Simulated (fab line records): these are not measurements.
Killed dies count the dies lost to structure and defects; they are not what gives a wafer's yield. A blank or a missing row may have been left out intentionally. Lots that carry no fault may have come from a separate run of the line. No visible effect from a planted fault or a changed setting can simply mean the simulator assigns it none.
A lot that was struck, set against a sound lot	flow n5Finfet	20 out of 1938 route steps
Sound: the wafers L950.4, L950.5, L950.6. Struck: wafer L945.4 (left out: L945.2, a lot-mate that was not struck); the cause follows at the end.
Each step with rows lists, per side, the tool, then ch with its chambers, then its first start. Under that, the readings that differ: sound wafers	struck wafers	difference of the means	sigmas: that difference in standard deviations of wafers without a fault.
alike: words and numbers the same on both sides, and readings whose means are apart by under 2 such deviations; not compared: readings that were withheld, readings missing a value for some wafer, numbers with overlapping values and no deviation given by the record, and bounds like >300 which may hide the same value.
Wherever a step has rows on one side only, a row that says differs or no value, or a row with sigmas, the two part there. Numbers that have no deviation but don't overlap get no sigmas and don't part them. A reading missing from all wafers of one side parts the sides only when that side holds two or more wafers.

first, 9 steps without rows for these wafers: N5_FIN_SAQP_EXPOSE_13 (exposes mask FIN CORE, target cd 35.6 nm); N5_FIN_SAQP_PEB_14 (peb time 60 s); N5_FIN_SAQP_DEVELOP_15 (develop time 30 s); N5_FIN_SAQP_DESCUM_21 (chemistry O2, time 7.9 s); N5_FIN_SAQP_ETCH_51 (etches SiARC in CF4, target depth 45.5 nm, time 75.8 s); N5_FIN_SAQP_ETCH_52 (etches SOC in N2/H2, target depth 100 nm, overetch 20 nm, time 150 s); N5_FIN_SAQP_STRIP_53 (strips in N2/H2); N5_FIN_SAQP_HM_OPEN_73 (chemistry CHF3/O2, target SiO2, stops on a-Si, target depth 12 nm, time 16.8 s); N5_FIN_SAQP_STRIP_74 (strips in CHF3/O2).
N5_FIN_SAQP_MANDREL_ETCH_22: etches a-Si in HBr/Cl2, stops on SiNx, target depth 60 nm, bt time 10 s, time 30 s.
  sound on rieSi-06 ch 0,1, day 6 04:59; struck on rieSi-03 ch 3, day 5 00:11
reading	sound	struck	difference	sigmas
overEtchFrac	0.5 0.5 0.5	0.76038	+0.26038	
model.SOC_of_FIN_SAQP_COAT_49.thkNm (nm)	75.32 75.39 75.02	71.42	-3.82	
model.SiNx_of_FIN_SAQP_PECVD_48.thkNm (nm)	25.31 24.95 25.14	23.1	-2.0	
  alike: drypumpMotorCurrentA, heBacksideLeakSccm, oesProductAu, throttleValvePct
  not compared: rfHoursCounterH
then, 7 steps without rows for these wafers: N5_FIN_SAQP_STRIP_55 (strips in N2/H2); N5_FIN_SAQP_STRIP_23 (strips in SPM, time 750 s); N5_FIN_SAQP_SRD_66 (time 30 s); N5_FIN_SAQP_RECESS_75 (chemistry HF/NH3, target SiO2, target depth 14.4 nm, afs cycles 3, sublimation time 60 s); N5_FIN_SAQP_SPACER1_ALD_24 (deposits SiO2, target thk 20.3 nm, pulse time 1 s, purge time 2 s); N5_FIN_SAQP_SPACER1_ETCHBACK_25 (etches SiO2 in CHF3/O2, target depth 24.4 nm, time 12.2 s); N5_FIN_SAQP_MANDREL1_REMOVE_56 (chemistry HBr/Cl2/O2, target a-Si, stops on SiNx, bt time 10 s).
N5_FIN_SAQP_ETCH_57: etches SiNx in CH3F/O2, target depth 32.5 nm, time 46.4 s.
  sound on rieDiel-06 ch 0,1,2, day 6 07:01; struck on rieDiel-03 ch 3, day 5 02:47
reading	sound	struck	difference	sigmas
drypumpMotorCurrentA (A)	5.3 5.5 6.5	6.6	+0.8	+2
etchRfOnTimeS (s)	46.9 46.1 47.2	43.5	-3.2	-4
oesProductAu (a.u.)	0.60 0.58 0.67	0.74	+0.12	+2
rfHoursCounterH (h)	- - -	45	no value on the sound wafers	
model.etch.depthNm (nm)	25.31 24.95 25.14	23.1	-2.0	
  alike: mfcArSccm, rfVppV, showerheadPlenumPTorr, throttleValvePct
then, 1 step without rows for these wafers: N5_FIN_SAQP_ETCH_65 (etches SiO2 in CF4, target depth 4 nm, time 4.4 s).
-- the record jumps here: 7 days lie between the struck wafers' starts before and after (it left off in module FIN_SAQP and takes up again in module BEOL_M4, whose first step shown is number 1111 of the route) --
N5_BEOL_M4_RC_MEAS_101:
  sound on prober-01 ch 0, day 13 06:04; struck on prober-01 ch 0, day 12 08:35
  alike: DIBL_N, DIBL_P, IOFF_N, IOFF_P, ION_N, ION_P, SS_N, SS_P, VT_N, VT_P

## WHERE THEY PART
Only at N5_FIN_SAQP_ETCH_57, within this record. Later steps at which nothing parts them and some readings are alike: N5_BEOL_M4_RC_MEAS_101.

WHY: what had been put in by the simulator
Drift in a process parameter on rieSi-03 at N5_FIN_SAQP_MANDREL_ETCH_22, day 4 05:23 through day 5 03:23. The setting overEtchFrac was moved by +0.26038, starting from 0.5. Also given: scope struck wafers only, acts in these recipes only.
